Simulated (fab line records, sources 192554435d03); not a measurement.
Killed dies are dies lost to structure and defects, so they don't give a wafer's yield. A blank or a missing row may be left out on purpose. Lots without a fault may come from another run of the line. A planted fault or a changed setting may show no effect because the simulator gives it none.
fab line records | flow n5_finfet
record lots=7 wafers=21
route steps=1938 shown SDB@353 HKMG_FIN@401 GATE_CUT@480 MOL_CONTACT_COAG@559 BEOL_M0_SAQP@663
start_h: hours from the record's first day to the start of the lot's first wafer shown | wait_h: hours since the lot's step before | " the same as in the row above | L1.1+2: a row that stands for several wafers | - no value, or no start given | * or withheld: withheld | < > ~ a bound
route shown NAME@n: a module of which the file shows steps, and the number in the route of the first | usual: mean/standard deviation of fault-free wafers | same: alike in all rows | chamber/n: place in a boat | sites: the reading at each site | _std_site: their standard deviation | _edge_site: outer sites' mean less inner sites' | radius_mm: how far each site lies from the wafer's centre | mask NAME#n: copy n | behind: the tool/chamber that last shaped the wafer | hold: why the lot was held/for how many hours/how that ended | device: the transistor (n, p or np) that didn't switch | end of line: the same wafers' tests at the end of the route | a step without rows: its recipe alone | killed: dies lost to structure and defects at the first sort, not the wafer's yield | map: a wafer's dies, x killed, . not, _ none there
set.NAME: the setting as run; set.NAME@STEP: as run at that earlier step | model.NAME: the simulator's own value behind a step, which no gauge read
lots whose settings were changed on purpose; a table a step, a row a wafer
## steps
# step N5_SDB_EXPOSE_08
# recipe mask_id=SDB na=1.35 source_shape=conventional sigma_outer=0.5 polarization=unpolarized dose_mj=49.6
# columns lot.wafer tool chamber start_h wait_h mask set.dose_mj
L074.1+3 arfi_scanner-03 0 63.57 - SDB#0 49.6
L074.4 " 0 " " SDB#0 48.01
L081.4+5+6 arfi_scanner-01 0 108.29 - SDB#0 49.6
L084.1 arfi_scanner-01 0 126.16 - SDB#0 49.6
L084.2+6 " 0 " " SDB#0 51.55
L086.3+4+5 arfi_scanner-02 0 138.60 - SDB#0 49.6
L089.2+3 arfi_scanner-01 0 155.76 - SDB#0 47.33
L089.6 " 0 " " SDB#0 49.6
L090.2+3+5 arfi_scanner-02 0 161.56 - SDB#0 49.6
L091.3+4+6 arfi_scanner-01 0 166.89 - SDB#0 49.6
# step N5_SDB_PEB_09
# recipe peb_temp_c=withheld peb_time_s=60 resist=CAR-ArF
# step N5_SDB_DEVELOP_10
# recipe develop_time_s=30 developer=TMAH resist=CAR-ArF rinse_liquid=diw dry=air_spin dev_temp_c=23
# step N5_SDB_CD_MEAS_11
# recipe target_cd_nm=50 landing_energy_ev=500 detector=se_inlens polarity=opening
# usual cd_nm=49.5/1.3
# columns lot.wafer tool chamber start_h wait_h set.dose_mj@SDB_EXPOSE_08 cd_nm
L074.1 cd_sem-02 0 63.69 - 49.6 49.1
L074.3 " 0 " " 49.6 50.0
L074.4 " 0 " " 48.01 45.7
L081.4 cd_sem-03 0 108.41 - 49.6 50.6
L081.5 " 0 " " 49.6 49.6
L081.6 " 0 " " 49.6 48.9
L084.1 cd_sem-02 0 126.28 - 49.6 49.0
L084.2 " 0 " " 51.55 52.9
L084.6 " 0 " " 51.55 53.5
L086.3 cd_sem-01 0 138.72 - 49.6 52.2
L086.4 " 0 " " 49.6 49.8
L086.5 " 0 " " 49.6 49.7
L089.2 cd_sem-02 0 155.88 - 47.33 43.6
L089.3 " 0 " " 47.33 43.4
L089.6 " 0 " " 49.6 47.7
L090.2 cd_sem-02 0 161.68 - 49.6 47.3
L090.3 " 0 " " 49.6 48.3
L090.5 " 0 " " 49.6 49.2
L091.3 cd_sem-01 0 167.01 - 49.6 49.3
L091.4 " 0 " " 49.6 49.7
L091.6 " 0 " " 49.6 50.5
# step N5_SDB_ETCH_18
# recipe chemistry=N2/H2 target=SOC target_depth_a=1000 overetch_a=200 mask_material=SiARC temp_c=40 time_s=150 ion_energy_ev=200 pressure_mtorr=30 source_w=840 bias_w=150 n2_flow_sccm=200 h2_flow_sccm=200
# usual rf_vpp_V=523.6/2
# columns lot.wafer tool chamber start_h wait_h set.source_w rf_vpp_V
L074.1 rie_diel-01 0 63.85 0.0 840 524.9
L074.3 " 3 " " 840 524.5
L074.4 " 2 " " 840 523.6
L081.4 rie_diel-01 1 108.70 0.0 840 524.1
L081.5 " 2 " " 915 507.3
L081.6 " 1 " " 840 525.0
L084.1 rie_diel-02 2 126.49 0.0 840 527.2
L084.2 " 3 " " 691 558.8
L084.6 " 3 " " 840 524.8
L086.3 rie_diel-02 3 138.94 0.0 840 523.1
L086.4 " 0 " " 840 525.9
L086.5 " 3 " " 840 524.5
L089.2 rie_diel-02 1 156.04 0.0 840 522.4
L089.3 " 2 " " 840 525.5
L089.6 " 3 " " 840 523.2
L090.2 rie_diel-04 1 161.83 0.0 840 522.6
L090.3 " 2 " " 840 521.0
L090.5 " 2 " " 840 522.5
L091.3 rie_diel-04 0 167.16 0.0 840 522.1
L091.4 " 2 " " 840 522.6
L091.6 " 3 " " 840 521.6
# step N5_HKMG_FIN_DESCUM_53
# recipe chemistry=O2 time_s=7.9 source_power_w=50 bias_power_w=20 pressure_mtorr=20 rf_frequency_hz=2.712e+07 temp_c=40 resist=CAR-ArF o2_flow_sccm=225
# columns lot.wafer tool chamber start_h wait_h set.time_s model.CAR-ArF_of_HKMG_FIN_COAT_43.thk_nm
L074.1 rie_diel-04 1 70.05 0.0 7.9 83.4
L074.3 " 0 " " 7.9 83.2
L074.4 " 2 " " 8.373 83.4
L081.4+5+6 rie_diel-01 2,0,1 114.11 0.0 7.23 83.8
L084.1 rie_diel-02 0 132.06 0.1 9.6 82.6
L084.2 " 1 " " 9.6 82.2
L084.6 " 0 " " 7.9 83.6
L086.3 rie_diel-02 3 144.38 0.0 6.406 84.6
L086.4 " 1 " " 6.406 84.4
L086.5 " 2 " " 6.406 84.2
L089.2 rie_diel-02 3 161.67 0.0 6.53 84.4
L089.3+6 " 0 " " 7.9 83.6
L090.2+5 rie_diel-02 2 167.44 0.0 7.9 83.6
L090.3 " 0 " " 7.9 83.4
L091.3+6 rie_diel-04 3,2 172.81 0.4 7.9 83.2
L091.4 " 2 " " 7.9 83.4
# step N5_HKMG_FIN_ETCH_58
# recipe chemistry=N2/H2 target=SOC target_depth_a=2158 ion_energy_ev=50 bias_w=13 time_s=741 pressure_mtorr=30 source_w=875 n2_flow_sccm=200 h2_flow_sccm=200
# usual rf_vpp_V=99.1/0.94
# columns lot.wafer tool chamber start_h wait_h set.source_w rf_vpp_V model.HKMG_FIN.feature_depth_nm model.etch.depth_nm model.SOC_of_HKMG_FIN_COAT_41.thk_nm
L074.1 rie_diel-04 1 70.36 0.0 718.9 106.2 181.4 181.5 118.2
L074.3 " 0 " " 875 99.2 215 215 85
L074.4 " 2 " " 875 97.6 223.8 223.8 75.4
L081.4 rie_diel-01 2 114.41 0.0 741.8 105.2 187.2 187.2 113.4
L081.5 " 0 " " 875 98.2 214.8 214.9 85
L081.6 " 1 " " 875 99.7 217.8 217.9 83.2
L084.1 rie_diel-02 0 132.36 0.0 875 98.3 209 209 91.6
L084.2 " 1 " " 875 98.6 219.6 219.6 81.4
L084.6 " 0 " " 875 100.3 208.8 208.9 91.6
L086.3 rie_diel-02 3 144.68 0.0 875 100.4 221.4 221.4 79.6
L086.4 " 1 " " 744.1 104.7 191.2 191.2 109.6
L086.5 " 2 " " 875 100.4 221.2 221.1 79.6
L089.2 rie_diel-02 3 161.97 0.0 875 98.9 220.6 220.6 80.4
L089.3 " 0 " " 752.7 104.3 182.2 182.3 118.6
L089.6 " 0 " " 752.7 104.7 182.2 182.1 119.4
L090.2 rie_diel-02 2 167.74 0.0 875 98.4 219.6 219.6 81.2
L090.3 " 0 " " 875 99.4 207.8 207.8 93
L090.5 " 2 " " 875 99.2 221.4 221.5 79.4
L091.3 rie_diel-04 3 173.12 0.0 875 97.6 215.6 215.6 85.4
L091.4 " 2 " " 875 99.6 223.2 223.3 77.2
L091.6 " 2 " " 723.5 104.2 189.6 189.7 111.4
# step N5_GATE_CUT_COAT_27
# recipe resist=underlayer temp_c=205 time_s=60 spin_rpm=1500 resist_thk_nm=10
# columns lot.wafer tool chamber start_h wait_h set.spin_rpm model.underlayer_of_GATE_CUT_COAT_27.thk_nm
L074.1+3+4 litho_track-03 0 - - 1500 10
L081.4 litho_track-01 0 - - 1438 10.2
L081.5+6 " 0 " " 1500 10
L084.1+2 litho_track-02 0 - - 1500 10
L084.6 " 0 " " 1399 10.4
L086.3+4 litho_track-02 0 - - 1397 10.4
L086.5 " 0 " " 1500 10
L089.2+6 litho_track-01 0 - - 1661 9.6
L089.3 " 0 " " 1500 10
L090.2+3+5 litho_track-01 0 - - 1500 10
L091.3+4+6 litho_track-02 0 - - 1500 10
# step N5_GATE_CUT_DESCUM_18
# recipe chemistry=O2 time_s=7 source_power_w=50 bias_power_w=20 pressure_mtorr=20 rf_frequency_hz=2.712e+07 temp_c=40 resist=CAR-EUV o2_flow_sccm=225
# columns lot.wafer tool chamber start_h wait_h set.time_s model.CAR-EUV_of_GATE_CUT_COAT_07.thk_nm
L074.1+3+4 rie_diel-03 1,2,0 81.86 0.1 7 26
L081.4+5 rie_diel-03 1 125.49 0.0 5.967 26.6
L081.6 " 2 " " 7 26.2
L084.1+2+6 rie_diel-06 3,0,0 143.80 0.0 7 26
L086.3 rie_diel-06 0 156.37 0.1 8.457 25.2
L086.4+5 " 3,0 " " 7 26
L089.2 rie_diel-03 1 173.64 0.0 8.141 25.6
L089.3 " 3 " " 8.141 25.4
L089.6 " 2 " " 7 26
L090.2+3+5 rie_diel-06 0,3,3 179.11 0.0 7 26.2
L091.3+4+6 rie_diel-06 0,3,0 186.29 0.7 7 26.2
# step N5_GATE_CUT_ETCH_28
# recipe chemistry=N2/H2 target=underlayer target_depth_a=130 mask_material=CAR-EUV time_s=10.4 ion_energy_ev=200 pressure_mtorr=30 source_w=840 bias_w=150 n2_flow_sccm=200 h2_flow_sccm=200 ends=cleared
# columns lot.wafer tool chamber start_h wait_h set.spin_rpm@GATE_CUT_COAT_27 set.time_s@GATE_CUT_DESCUM_18 model.CAR-EUV_of_GATE_CUT_COAT_07.thk_nm model.etch.depth_nm
L074.1 rie_diel-03 1 81.89 0.0 1500 7 14.6 9.998
L074.3 " 2 " " 1500 7 14.6 10.01
L074.4 " 0 " " 1500 7 14.6 10.02
L081.4 rie_diel-03 1 125.52 0.0 1438 5.967 15 10.23
L081.5 " 1 " " 1500 5.967 15.2 10.03
L081.6 " 2 " " 1500 7 14.8 9.986
L084.1 rie_diel-06 3 143.84 0.0 1500 7 14.6 10.03
L084.2 " 0 " " 1500 7 14.4 10.02
L084.6 " 0 " " 1399 7 14.2 10.37
L086.3 rie_diel-06 0 156.40 0.0 1397 8.457 13.4 10.37
L086.4 " 3 " " 1397 7 14 10.4
L086.5 " 0 " " 1500 7 14.6 9.995
L089.2 rie_diel-03 1 173.67 0.0 1661 8.141 14.6 9.537
L089.3 " 3 " " 1500 8.141 14 10.03
L089.6 " 2 " " 1661 7 15.2 9.517
L090.2 rie_diel-06 0 179.15 0.0 1500 7 14.6 10.04
L090.3+5 " 3 " " 1500 7 14.6 10.02
L091.3 rie_diel-06 0 186.32 0.0 1500 7 14.8 10.02
L091.4 " 3 " " 1500 7 14.8 9.98
L091.6 " 0 " " 1500 7 14.8 9.988
# step N5_GATE_CUT_ETCH_36
# recipe chemistry=CF4 target=SiARC target_depth_a=130 mask_material=CAR-EUV time_s=21.7 ion_energy_ev=80 pressure_mtorr=40 source_w=545 bias_w=36 Ar_flow_sccm=100 cf4_flow_sccm=100 ends=cleared
# columns lot.wafer tool chamber start_h wait_h set.spin_rpm@GATE_CUT_COAT_27 set.time_s@GATE_CUT_DESCUM_18 model.CAR-EUV_of_GATE_CUT_COAT_07.thk_nm
L074.1+3+4 rie_diel-03 1,2,0 81.91 0.0 1500 7 6.8
L081.4 rie_diel-03 1 125.54 0.0 1438 5.967 7.2
L081.5 " 1 " " 1500 5.967 7.4
L081.6 " 2 " " 1500 7 7
L084.1+2 rie_diel-06 3,0 143.86 0.0 1500 7 6.8
L084.6 " 0 " " 1399 7 6.4
L086.3 rie_diel-06 0 156.42 0.0 1397 8.457 5.8
L086.4 " 3 " " 1397 7 6.4
L086.5 " 0 " " 1500 7 6.8
L089.2 rie_diel-03 1 173.69 0.0 1661 8.141 6.8
L089.3 " 3 " " 1500 8.141 6.4
L089.6 " 2 " " 1661 7 7.4
L090.2+3+5 rie_diel-06 0,3,3 179.17 0.0 1500 7 7
L091.3+4+6 rie_diel-06 0,3,0 186.34 0.0 1500 7 7
# step N5_MOL_CONTACT_COAG_ALD_27
# recipe material=SiOC target_thk_a=170 temp_c=400 ald_precursor_family=carbosiloxane ald_co_reactant=H2-plasma pulse_time_s=1.5 time_s=2720 purge_time_s=2 co_reactant_purge_time_s=2 ald_cycles=340 pressure_torr=2
# columns lot.wafer tool chamber start_h wait_h set.time_s model.SiOC_of_MOL_CONTACT_COAG_ALD_27.thk_nm
L074.1 ald_sin-03 3 92.85 0.0 2291 14.4
L074.3 " 1 " " 2291 14.2
L074.4 " 2 " " 2720 17
L081.4+6 ald_sin-02 1,3 137.12 0.7 2518 15.6
L081.5 " 0 " " 2720 17
L084.1+2+6 ald_sin-04 1,0,3 152.58 0.0 2720 17
L086.3+4 ald_sin-02 1,0 167.50 0.5 2720 17
L086.5 " 0 " " 2948 17
L089.2+6 ald_sin-04 2 184.47 0.4 2464 15.4
L089.3 " 1 " " 2720 17
L090.2+3 ald_sin-02 1,2 191.12 0.0 2720 17
L090.5 " 2 " " 2720 17.2
L091.3 ald_sin-02 3 199.44 0.5 2720 17
L091.4 " 0 " " 2720 17.2
L091.6 " 3 " " 2339 14.6
# step N5_MOL_CONTACT_COAG_COAT_76
# recipe resist=SiARC temp_c=220 time_s=60 spin_rpm=1500 resist_thk_nm=10
# columns lot.wafer tool chamber start_h wait_h set.spin_rpm model.SiARC_of_MOL_CONTACT_COAG_COAT_76.thk_nm
L074.1+3+4 litho_track-05 0 - - 1500 10
L081.4+5 litho_track-01 0 - - 1500 10
L081.6 " 0 " " 1384 10.4
L084.1 litho_track-04 0 - - 1500 10
L084.2+6 " 0 " " 1407 10.4
L086.3 litho_track-05 0 - - 1652 9.6
L086.4+5 " 0 " " 1500 10
L089.2+3+6 litho_track-01 0 - - 1500 10
L090.2+3+5 litho_track-01 0 - - 1500 10
L091.3+4+6 litho_track-01 0 - - 1500 10
# step N5_MOL_CONTACT_COAG_COAT_77
# recipe resist=underlayer temp_c=205 time_s=60 spin_rpm=1500 resist_thk_nm=10
# step N5_MOL_CONTACT_COAG_COAT_78
# recipe resist=CAR-EUV spin_rpm=1500 resist_thk_nm=40
# step N5_MOL_CONTACT_COAG_DESCUM_88
# recipe chemistry=O2 time_s=7 source_power_w=50 bias_power_w=20 pressure_mtorr=20 rf_frequency_hz=2.712e+07 temp_c=40 resist=CAR-EUV o2_flow_sccm=225
# step N5_MOL_CONTACT_COAG_ETCH_89
# recipe chemistry=N2/H2 target=underlayer target_depth_a=130 mask_material=CAR-EUV time_s=10.4 ion_energy_ev=200 pressure_mtorr=30 source_w=840 bias_w=150 n2_flow_sccm=200 h2_flow_sccm=200 ends=cleared
# step N5_MOL_CONTACT_COAG_ETCH_90
# recipe chemistry=CF4 target=SiARC target_depth_a=130 mask_material=CAR-EUV time_s=21.7 ion_energy_ev=80 pressure_mtorr=40 source_w=545 bias_w=36 Ar_flow_sccm=100 cf4_flow_sccm=100 ends=cleared
# columns lot.wafer tool chamber start_h wait_h set.spin_rpm@MOL_CONTACT_COAG_COAT_76 model.etch.depth_nm
L074.1 rie_diel-04 0 96.16 0.0 1500 10.01
L074.3 " 3 " " 1500 9.995
L074.4 " 1 " " 1500 9.993
L081.4+5 rie_diel-02 1,3 140.21 0.0 1500 10.05
L081.6 " 2 " " 1384 10.46
L084.1 rie_diel-01 1 156.29 0.0 1500 10.03
L084.2 " 0 " " 1407 10.36
L084.6 " 2 " " 1407 10.37
L086.3 rie_diel-01 2 170.41 0.0 1652 9.506
L086.4 " 0 " " 1500 9.977
L086.5 " 2 " " 1500 9.97
L089.2 rie_diel-01 1 187.54 0.0 1500 9.965
L089.3 " 3 " " 1500 9.987
L089.6 " 2 " " 1500 9.996
L090.2 rie_diel-04 2 194.17 0.0 1500 10.03
L090.3 " 0 " " 1500 10.04
L090.5 " 0 " " 1500 10.06
L091.3 rie_diel-04 0 202.48 0.0 1500 10.02
L091.4+6 " 3,2 " " 1500 10.04
# step N5_MOL_CONTACT_COAG_VIA_ETCH_117
# recipe chemistry=C4F6/O2 target_depth_a=400 overetch_a=80 mask_material=SOC target=SiO2 bias_w=455 pressure_mtorr=10 time_s=26 source_w=325 Ar_flow_sccm=300 C4F6_flow_sccm=10 O2_flow_sccm=10 ion_energy_ev=575.3 ends=end_point
# usual rf_vpp_V=1580/26
# columns lot.wafer tool chamber start_h wait_h set.bias_w rf_vpp_V
L074.1 rie_diel-04 2 99.48 0.0 421.7 1464
L074.3 " 3 " " 455 1597
L074.4 " 0 " " 421.7 1513
L081.4 rie_diel-01 3 142.00 0.0 455 1564
L081.5 " 3 " " 455 1563
L081.6 " 0 " " 455 1546
L084.1 rie_diel-04 3 157.95 0.0 506.5 1727
L084.2 " 0 " " 506.5 1733
L084.6 " 1 " " 455 1602
L086.3 rie_diel-01 2 172.30 0.0 455 1626
L086.4 " 3 " " 455 1565
L086.5 " 0 " " 455 1545
L089.2 rie_diel-01 1 189.61 0.0 480.1 1649
L089.3 " 0 " " 480.1 1607
L089.6 " 1 " " 455 1584
L090.2 rie_diel-02 3 196.38 0.0 455 1545
L090.3 " 0 " " 455 1566
L090.5 " 3 " " 455 1546
L091.3 rie_diel-02 0 204.17 0.0 403.8 1431
L091.4 " 3 " " 455 1545
L091.6 " 2 " " 403.8 1464
# step N5_BEOL_M0_SAQP_SPACER1_ALD_98
# recipe material=SiO2 target_thk_a=128 temp_c=300 ald_precursor_family=BDEAS ald_co_reactant=O2-plasma pulse_time_s=1 purge_time_s=2 co_reactant_purge_time_s=2 ald_cycles=138 pressure_torr=2
# columns lot.wafer tool chamber start_h wait_h set.ald_cycles model.SiO2_of_BEOL_M0_SAQP_SPACER1_ALD_98.thk_nm
L074.1 ald_sin-03 3 107.96 1.8 118 11
L074.3+4 " 2,3 " " 138 12.8
L081.4+5 ald_sin-03 0 150.64 0.5 159 14.8
L081.6 " 1 " " 138 12.8
L084.1+2 ald_sin-03 2,1 164.80 0.3 138 12.8
L084.6 " 3 " " 156 14.4
L086.3+4+5 ald_sin-01 0,1,2 181.49 0.7 138 12.8
L089.2+3 ald_sin-03 1,3 196.68 0.3 152 14.2
L089.6 " 1 " " 138 12.8
L090.2+3+5 ald_sin-01 2,1,3 203.50 0.4 138 13
L091.3+4+6 ald_sin-03 0,2,0 211.36 0.2 138 12.8
# step N5_BEOL_M0_SAQP_SPACER1_ETCHBACK_99
# recipe chemistry=CHF3/O2 mode=anisotropic_etchback target=SiO2 target_depth_a=154 time_s=7.7 pressure_mtorr=30 source_w=650 bias_w=170 Ar_flow_sccm=200 CHF3_flow_sccm=50 O2_flow_sccm=5 ion_energy_ev=200
# step N5_BEOL_M0_SAQP_MANDREL1_REMOVE_100
# recipe chemistry=HBr/Cl2/O2 bt_time_s=10 target=a-Si stop_on=SiNx endpoint=OES-SiCl over_etch_frac=0.85 icp_w=600 bias_w=30 HBr_flow_sccm=150 Cl2_flow_sccm=80 O2_flow_sccm=5 pressure_mtorr=10
# columns lot.wafer tool chamber start_h wait_h set.ald_cycles@BEOL_M0_SAQP_SPACER1_ALD_98 model.SiO2_of_BEOL_M0_SAQP_SPACER1_ALD_98.thk_nm model.BEOL_M0_SAQP.cd_nm
L074.1 rie_si-01 3 108.52 0.1 118 5.6 11
L074.3 " 0 " " 138 7.4 12.8
L074.4 " 1 " " 138 7.4 12.6
L081.4 rie_si-01 0 151.21 0.1 159 9.4 14.8
L081.5 " 3 " " 159 9.4 14.6
L081.6 " 0 " " 138 7.4 12.8
L084.1 rie_si-06 1 165.48 0.1 138 7.4 12.8
L084.2 " 0 " " 138 7.4 12.6
L084.6 " 0 " " 156 9 14.2
L086.3 rie_si-06 2 182.05 0.1 138 7.4 12.6
L086.4 " 1 " " 138 7.4 12.8
L086.5 " 1 " " 138 7.4 13
L089.2 rie_si-01 3 197.24 0.1 152 8.8 14
L089.3 " 2 " " 152 8.8 14.2
L089.6 " 1 " " 138 7.6 12.8
L090.2 rie_si-01 1 204.06 0.1 138 7.6 13
L090.3+5 " 0 " " 138 7.6 12.8
L091.3+4+6 rie_si-02 1,3,0 211.93 0.1 138 7.4 12.8
# step N5_BEOL_M0_SAQP_CD_MEAS_25
# recipe target_cd_nm=13.1 landing_energy_ev=1000 detector=se_inlens
# usual cd_nm=12.75/0.23
# columns lot.wafer tool chamber start_h wait_h set.ald_cycles@BEOL_M0_SAQP_SPACER1_ALD_98 cd_nm
L074.1 cd_sem-03 0 108.63 0.1 118 10.81
L074.3 " 0 " " 138 12.57
L074.4 " 0 " " 138 12.71
L081.4 cd_sem-01 0 151.33 0.1 159 14.65
L081.5 " 0 " " 159 14.86
L081.6 " 0 " " 138 13.05
L084.1 cd_sem-03 0 165.59 0.1 138 12.70
L084.2 " 0 " " 138 12.58
L084.6 " 0 " " 156 14.17
L086.3 cd_sem-02 0 182.17 0.1 138 12.69
L086.4 " 0 " " 138 13.09
L086.5 " 0 " " 138 12.87
L089.2 cd_sem-03 0 197.35 0.1 152 14.04
L089.3 " 0 " " 152 14.09
L089.6 " 0 " " 138 13.01
L090.2 cd_sem-01 0 204.18 0.1 138 13.01
L090.3 " 0 " " 138 12.67
L090.5 " 0 " " 138 13.07
L091.3 cd_sem-01 0 212.04 0.1 138 12.89
L091.4 " 0 " " 138 12.66
L091.6 " 0 " " 138 12.71
## key
split step=N5_SDB_EXPOSE_08 setting=dose_mj stated=49.6 by=wafer
response step=N5_SDB_CD_MEAS_11 reading=cd_nm change=+1.03 per=1% r=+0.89
split step=N5_SDB_ETCH_18 setting=source_w stated=840 by=wafer
response step=N5_SDB_ETCH_18 reading=rf_vpp_V change=-1.86 per=1% r=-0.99
split step=N5_HKMG_FIN_DESCUM_53 setting=time_s stated=7.9 by=wafer
response step=N5_HKMG_FIN_DESCUM_53 reading=model.CAR-ArF_of_HKMG_FIN_COAT_43.thk_nm change=-0.0489 per=1% r=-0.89
split step=N5_HKMG_FIN_ETCH_58 setting=source_w stated=875 by=wafer
response step=N5_HKMG_FIN_ETCH_58 reading=rf_vpp_V change=-0.371 per=1% r=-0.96
response step=N5_HKMG_FIN_ETCH_58 reading=model.HKMG_FIN.feature_depth_nm change=+2.07 per=1% r=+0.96
response step=N5_HKMG_FIN_ETCH_58 reading=model.etch.depth_nm change=+2.07 per=1% r=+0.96
response step=N5_HKMG_FIN_ETCH_58 reading=model.SOC_of_HKMG_FIN_COAT_41.thk_nm change=-2.08 per=1% r=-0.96
split step=N5_GATE_CUT_COAT_27 setting=spin_rpm stated=1500 by=wafer
response step=N5_GATE_CUT_COAT_27 reading=model.underlayer_of_GATE_CUT_COAT_27.thk_nm change=-0.047 per=1% r=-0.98
response step=N5_GATE_CUT_ETCH_28 reading=model.etch.depth_nm change=-0.0502 per=1% r=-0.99
response step=N5_GATE_CUT_ETCH_28 reading=model.CAR-EUV_of_GATE_CUT_COAT_07.thk_nm slope=+0.0607 per=1% together_with=time_s@GATE_CUT_DESCUM_18 explained=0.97
response step=N5_GATE_CUT_ETCH_36 reading=model.CAR-EUV_of_GATE_CUT_COAT_07.thk_nm slope=+0.0495 per=1% together_with=time_s@GATE_CUT_DESCUM_18 explained=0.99
split step=N5_GATE_CUT_DESCUM_18 setting=time_s stated=7 by=wafer
response step=N5_GATE_CUT_DESCUM_18 reading=model.CAR-EUV_of_GATE_CUT_COAT_07.thk_nm change=-0.0335 per=1% r=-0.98
response step=N5_GATE_CUT_ETCH_28 reading=model.CAR-EUV_of_GATE_CUT_COAT_07.thk_nm slope=-0.0328 per=1% together_with=spin_rpm@GATE_CUT_COAT_27 explained=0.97
response step=N5_GATE_CUT_ETCH_36 reading=model.CAR-EUV_of_GATE_CUT_COAT_07.thk_nm slope=-0.0303 per=1% together_with=spin_rpm@GATE_CUT_COAT_27 explained=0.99
split step=N5_MOL_CONTACT_COAG_ALD_27 setting=time_s stated=2720 by=wafer
response step=N5_MOL_CONTACT_COAG_ALD_27 reading=model.SiOC_of_MOL_CONTACT_COAG_ALD_27.thk_nm shape=bent at_lowest=14.3 at_stated=17.03 at_highest=17
split step=N5_MOL_CONTACT_COAG_COAT_76 setting=spin_rpm stated=1500 by=wafer
response step=N5_MOL_CONTACT_COAG_COAT_76 reading=model.SiARC_of_MOL_CONTACT_COAG_COAT_76.thk_nm change=-0.0479 per=1% r=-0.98
response step=N5_MOL_CONTACT_COAG_ETCH_90 reading=model.etch.depth_nm change=-0.0496 per=1% r=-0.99
split step=N5_MOL_CONTACT_COAG_VIA_ETCH_117 setting=bias_w stated=455 by=wafer
response step=N5_MOL_CONTACT_COAG_VIA_ETCH_117 reading=rf_vpp_V change=+10.6 per=1% r=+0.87
split step=N5_BEOL_M0_SAQP_SPACER1_ALD_98 setting=ald_cycles stated=138 by=wafer
response step=N5_BEOL_M0_SAQP_SPACER1_ALD_98 reading=model.SiO2_of_BEOL_M0_SAQP_SPACER1_ALD_98.thk_nm change=+0.128 per=1% r=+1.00
response step=N5_BEOL_M0_SAQP_MANDREL1_REMOVE_100 reading=model.SiO2_of_BEOL_M0_SAQP_SPACER1_ALD_98.thk_nm change=+0.125 per=1% r=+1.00
response step=N5_BEOL_M0_SAQP_MANDREL1_REMOVE_100 reading=model.BEOL_M0_SAQP.cd_nm change=+0.121 per=1% r=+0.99
response step=N5_BEOL_M0_SAQP_CD_MEAS_25 reading=cd_nm change=+0.116 per=1% r=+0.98
